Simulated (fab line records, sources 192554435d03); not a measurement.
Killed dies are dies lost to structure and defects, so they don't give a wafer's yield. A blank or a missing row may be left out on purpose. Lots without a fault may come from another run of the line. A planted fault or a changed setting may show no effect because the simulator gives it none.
fab line records | flow n5_finfet
record lots=11 wafers=31 last_day=17
route steps=1938 shown BEOL_M3@1004 BEOL_M4@1021
lots that met no fault: from a run of the same line without faults
start_h: hours from the record's first day to the start of the lot's first wafer shown | wait_h: hours since the lot's step before | " the same as in the row above | L1.1+2: a row that stands for several wafers | - no value, or no start given | * or withheld: withheld | < > ~ a bound
route shown NAME@n: a module of which the file shows steps, and the number in the route of the first | usual: mean/standard deviation of fault-free wafers | same: alike in all rows | chamber/n: place in a boat | sites: the reading at each site | _std_site: their standard deviation | _edge_site: outer sites' mean less inner sites' | radius_mm: how far each site lies from the wafer's centre | mask NAME#n: copy n | behind: the tool/chamber that last shaped the wafer | hold: why the lot was held/for how many hours/how that ended | device: the transistor (n, p or np) that didn't switch | end of line: the same wafers' tests at the end of the route | a step without rows: its recipe alone | killed: dies lost to structure and defects at the first sort, not the wafer's yield | map: a wafer's dies, x killed, . not, _ none there
set.NAME: the setting as run; set.NAME@STEP: as run at that earlier step | model.NAME: the simulator's own value behind a step, which no gauge read
steps of the route over a sample of lots; a table a step, a row a wafer
services: from which hour (start_h, from the record's first day; less than 0 if before it) a tool's chamber was out of use, for how many hours, and why
## steps
# step N5_BEOL_M3_SPUTTER_90
# recipe material=Cu target_thk_a=45 temp_c=-20 chamber_pressure_pa=0.07 power_w=withheld time_s=8.29
# usual throttle_valve_pct=30.0/0.96
# columns lot.wafer tool chamber start_h wait_h throttle_valve_pct
L892.1 pvd_sputter-03 - 159.68 0.1 28.6
L892.3 " - " " 28.9
L892.4 " - " " 30.8
L895.1 pvd_sputter-01 - 164.00 0.1 31.8
L895.4 " - " " 31.7
L895.5 " - " " 29.7
L897.1 pvd_sputter-02 - 182.34 0.1 29.3
L897.3 " - " " 29.5
L897.4 " - " " 30.8
L898.2 pvd_sputter-03 - 188.46 0.1 28.4
L898.5 " - " " 28.5
L898.6 " - " " 31.0
L899.1 pvd_sputter-01 - 196.88 0.1 29.5
L899.3 " - " " 29.9
L899.4 " - " " 31.6
L904.1 pvd_sputter-01 - 234.78 0.1 29.8
L904.4 " - " " 31.7
L906.1 pvd_sputter-03 - 239.72 0.1 28.6
L906.2 " - " " 29.2
L906.5 " - " " 30.5
L910.2 pvd_sputter-01 - 269.33 0.1 31.6
L910.4 " - " " 29.5
L911.3 pvd_sputter-02 - 272.64 0.1 29.1
L911.5 " - " " 28.9
L911.6 " - " " 29.5
L913.1 pvd_sputter-01 - 285.06 0.1 29.4
L913.4 " - " " 30.6
L913.6 " - " " 31.6
L915.3 pvd_sputter-01 - 300.82 0.1 30.6
L915.5 " - " " 30.8
L915.6 " - " " 29.6
# step N5_BEOL_M3_CO_CAP_55
# recipe material=Co target_thk_a=20 temp_c=200 precursor=CCTBA/H2 pressure_torr=30 time_s=102.1
# usual heater_power_w=253/14 run_length_s=125.1/0.6
# columns lot.wafer tool chamber start_h wait_h heater_power_w run_length_s
L892.1 cvd_co-01 1 161.20 0.0 280 124.4
L892.3 " 2 " " 233 124.1
L892.4 " 0 " " 268 126.3
L895.1 cvd_co-02 0 165.52 0.0 240 124.9
L895.4 " 0 " " 238 124.7
L895.5 " 2 " " 262 125.0
L897.1 cvd_co-01 2 184.26 0.0 245 124.2
L897.3 " 1 " " 264 124.7
L897.4 " 1 " " 267 125.0
L898.2 cvd_co-01 2 189.98 0.0 237 124.5
L898.5 " 2 " " 235 124.3
L898.6 " 1 " " 268 124.7
L899.1 cvd_co-01 0 198.40 0.0 265 125.6
L899.3 " 1 " " 275 124.7
L899.4 " 2 " " 241 124.0
L904.1 cvd_co-01 0 236.30 0.0 265 125.7
L904.4 " 0 " " 260 158.9
L906.1 cvd_co-01 0 241.24 0.0 263 125.7
L906.2 " 2 " " 248 157.4
L906.5 " 0 " " 262 125.6
L910.2 cvd_co-01 1 270.87 0.0 271 158.0
L910.4 " 0 " " 263 159.2
L911.3 cvd_co-02 0 274.16 0.0 237 124.6
L911.5 " 2 " " 259 125.3
L911.6 " 1 " " 260 125.8
L913.1 cvd_co-02 1 286.59 0.0 256 125.5
L913.4 " 1 " " 247 125.9
L913.6 " 2 " " 257 125.1
L915.3 cvd_co-02 1 302.35 0.0 247 125.3
L915.5 " 1 " " 246 125.8
L915.6 " 0 " " 243 125.3
# step N5_BEOL_M3_RS_MEAS_58
# recipe thk_meas_gauge=four-point-probe reads=Co_of_BEOL_M3_CO_CAP_55+Cu_of_BEOL_M3_ECD_50+Co_of_BEOL_M3_CVD_47+TaN_of_BEOL_M3_ALD_84
# usual M3_RS=0.664/0.028
# columns lot.wafer tool chamber start_h wait_h M3_RS[ohm/sq]
L892.1 film_metro-01 - 161.38 0.0 0.672
L892.3 " - " " 0.659
L892.4 " - " " 0.665
L895.1 film_metro-01 - 165.71 0.0 0.659
L895.4 " - " " 0.647
L895.5 " - " " 0.647
L897.1 film_metro-01 - 184.44 0.0 0.660
L897.3 " - " " 0.664
L897.4 " - " " 0.623
L898.2 film_metro-01 - 190.17 0.1 0.662
L898.5 " - " " 0.682
L898.6 " - " " 0.623
L899.1 film_metro-02 - 198.59 0.0 0.672
L899.3 " - " " 0.641
L899.4 " - " " 0.627
L904.1 film_metro-02 - 236.48 0.0 0.688
L904.4 " - " " 0.679
L906.1 film_metro-02 - 241.43 0.0 0.691
L906.2 " - " " 0.679
L906.5 " - " " 0.639
L910.2 film_metro-02 - 271.06 0.1 0.637
L910.4 " - " " 0.630
L911.3 film_metro-01 - 274.34 0.1 0.720
L911.5 " - " " 0.664
L911.6 " - " " 0.659
L913.1 film_metro-01 - 286.78 0.0 0.627
L913.4 " - " " 0.636
L913.6 " - " " 0.665
L915.3 film_metro-02 - 302.53 0.1 0.746
L915.5 " - " " 0.649
L915.6 " - " " 0.684
# step N5_BEOL_M4_ILD_DEP_00
# recipe material=SiOC target_thk_a=790 temp_c=350 precursor=DEMS/O2 pressure_torr=5 rf_w=500 time_s=15.3
# usual heater_power_w=524/53 showerhead_plenum_p_Torr=5.693/0.011 throttle_valve_pct=11.6/0.58
# columns lot.wafer tool chamber start_h wait_h heater_power_w showerhead_plenum_p_Torr throttle_valve_pct
L892.1 pecvd-04 1 161.45 0.0 575 5.697 11.4
L892.3 " 0 " " 519 5.698 12.1
L892.4 " 2 " " 461 5.680 11.4
L895.1 pecvd-04 2 165.77 0.0 497 5.704 11.3
L895.4 " 2 " " 505 5.694 11.2
L895.5 " 1 " " 511 5.701 11.3
L897.1 pecvd-03 2 184.50 0.0 592 5.696 10.3
L897.3 " 1 " " 502 5.704 12.7
L897.4 " 1 " " 506 5.691 12.6
L898.2 pecvd-04 0 190.23 0.0 459 5.690 12.0
L898.5 " 1 " " 536 5.696 11.6
L898.6 " 2 " " 478 5.673 11.1
L899.1 pecvd-03 1 198.65 0.0 501 5.696 12.8
L899.3 " 2 " " 530 5.694 10.5
L899.4 " 2 " " 528 5.705 10.8
L904.1 pecvd-01 0 236.55 0.0 500 5.699 11.9
L904.4 " 0 " " 491 5.691 11.9
L906.1 pecvd-03 0 241.49 0.0 495 5.687 11.8
L906.2 " 2 " " 572 5.697 10.7
L906.5 " 0 " " 516 5.676 12.0
L910.2 pecvd-04 1 271.12 0.0 582 5.707 11.9
L910.4 " 2 " " 498 5.691 11.2
L911.3 pecvd-04 1 274.41 0.0 550 5.699 11.6
L911.5 " 2 " " 496 5.691 11.2
L911.6 " 0 " " 460 5.693 12.2
L913.1 pecvd-04 2 286.85 0.0 443 5.672 11.3
L913.4 " 2 " " 451 5.686 11.4
L913.6 " 0 " " 540 5.670 12.2
L915.3 pecvd-04 2 302.59 0.0 449 5.683 11.6
L915.5 " 2 " " 451 5.687 11.4
L915.6 " 1 " " 547 5.719 11.5
# step N5_BEOL_M4_RC_MEAS_101
# usual DIBL_N=36.1/1.6 DIBL_P=35.8/2.1 IOFF_N=0.16/0.031 IOFF_P=0.21/0.034 ION_N=673/12 ION_P=461/7.2 SS_N=71.4/0.59 SS_P=73.3/0.63 VT_N=250/3.1 VT_P=-250/3.3
# columns lot.wafer tool chamber start_h wait_h DIBL_N[mV/V] DIBL_P[mV/V] IOFF_N[nA/um] IOFF_P[nA/um] ION_N[uA/um] ION_P[uA/um] SS_N[mV/dec] SS_P[mV/dec] VT_N[mV] VT_P[mV]
L892.1 prober-02 0 175.25 0.0 36.1 36.1 0.17 0.21 676 463 71.7 73.4 248 -253
L892.3 " 0 " " 36.0 35.6 0.16 0.21 670 457 71.8 73.3 249 -250
L892.4 " 0 " " 36.9 36.0 0.17 0.21 689 465 71.4 74.3 247 -252
L895.1 prober-02 0 180.90 0.0 34.4 35.0 0.13 0.17 658 451 70.6 73.4 253 -252
L895.4 " 0 " " 36.0 36.9 0.16 0.21 686 467 71.6 73.6 250 -251
L895.5 " 0 " " 36.2 36.9 0.16 0.20 670 457 71.4 73.9 250 -253
L897.1 prober-01 0 202.86 0.0 39.2 40.4 0.20 0.27 688 470 71.9 74.5 246 -246
L897.3 " 0 " " 37.8 38.3 0.17 0.25 676 465 71.4 74.2 248 -245
L897.4 " 0 " " 38.8 38.2 0.19 0.24 675 461 72.3 73.5 252 -248
L898.2 prober-01 0 210.33 0.2 35.0 35.2 0.14 0.18 666 455 71.4 72.9 251 -255
L898.5 " 0 " " 33.3 31.9 0.10 0.14 649 445 70.9 72.0 261 -256
L898.6 " 0 " " 35.1 35.1 0.14 0.18 662 452 70.7 73.5 252 -255
L899.1 prober-01 0 215.10 0.0 37.1 35.6 0.18 0.23 691 465 72.0 73.1 247 -249
L899.3 " 0 " " 35.8 34.7 0.14 0.21 671 461 71.1 73.3 250 -247
L899.4 " 0 " " 37.0 35.9 0.17 0.24 683 471 72.0 73.2 247 -245
L904.1 prober-01 0 250.77 0.0 36.6 36.1 0.16 0.22 667 463 71.8 73.7 249 -248
L904.4 " 0 " " 33.9 32.5 0.13 0.16 677 461 70.8 72.7 249 -252
L906.1 prober-02 0 253.84 0.0 37.1 36.5 0.18 0.21 686 469 72.0 73.1 246 -251
L906.2 " 0 " " 35.9 36.2 0.16 0.21 676 464 71.6 73.7 247 -252
L906.5 " 0 " " 36.5 36.0 0.17 0.21 678 460 71.8 73.5 248 -252
L910.2 prober-01 0 281.00 0.2 36.2 36.4 0.15 0.20 669 461 70.9 73.8 250 -251
L910.4 " 0 " " 35.7 36.7 0.14 0.20 673 465 71.5 73.3 251 -250
L911.3 prober-01 0 284.45 0.3 34.9 34.4 0.14 0.20 658 457 71.2 72.8 252 -249
L911.5 " 0 " " 34.4 33.1 0.12 0.17 654 450 70.5 72.2 254 -253
L911.6 " 0 " " 35.2 34.6 0.13 0.20 660 454 71.1 73.1 251 -250
L913.1 prober-01 0 300.74 0.0 36.8 35.8 0.18 0.22 676 465 71.4 73.6 247 -247
L913.4 " 0 " " 38.2 38.7 0.21 0.29 685 469 72.2 74.5 244 -246
L913.6 " 0 " " 37.3 36.1 0.17 0.23 675 462 71.9 73.7 249 -249
L915.3 prober-02 0 310.34 0.3 34.9 36.0 0.16 0.20 682 463 71.6 73.4 248 -247
L915.5 " 0 " " 35.4 36.3 0.17 0.21 674 461 71.3 74.2 248 -248
L915.6 " 0 " " 36.7 38.3 0.21 0.24 688 463 72.0 73.9 242 -248
## services
# columns tool chamber start_h hours kind
pecvd-03 1 158.18 2.1 scheduled_down
pecvd-01 2 202.40 - clean
pecvd-01 2 202.40 - consumable_replace:showerhead
pecvd-01 2 202.40 29.0 scheduled_down
pecvd-01 2 202.40 29.0 vent_cycle
pvd_sputter-02 - 205.02 2.0 repair
cvd_co-01 - 210.55 14.6 pm
pecvd-03 1 218.34 4.4 repair
pecvd-04 0 223.66 2.1 scheduled_down
cvd_co-02 - 225.15 6.0 pm
pecvd-04 1 235.87 5.5 scheduled_down
pecvd-04 2 237.47 1.8 repair
pvd_sputter-01 - 246.25 3.0 repair
pecvd-01 0 248.25 4.4 repair
pecvd-03 1 249.05 5.5 scheduled_down
pecvd-01 1 260.05 5.9 repair
pecvd-03 - 273.89 2.8 pm
## key
first_sign step=N5_BEOL_M3_CO_CAP_55 reading=run_length_s direction=up sigmas=55 usual=* struck=*
effect none on later readings
met_at N5_BEOL_M3_CO_CAP_55
struck_lots L904,L906,L910
struck_wafers L904.4,L906.2,L910.2,L910.4
not_acting_at N5_BEOL_M3_SPUTTER_90,N5_BEOL_M3_RS_MEAS_58,N5_BEOL_M4_ILD_DEP_00
onset_between 198.40 236.30
fault kind=process_parameter_drift tool=cvd_co-01 chamber=- onset_h=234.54 steps=N5_BEOL_M3_CO_CAP_55 channel=time_s offset=* shape=step end_h=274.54 scope=struck_wafers_only acts_in=* stated=*
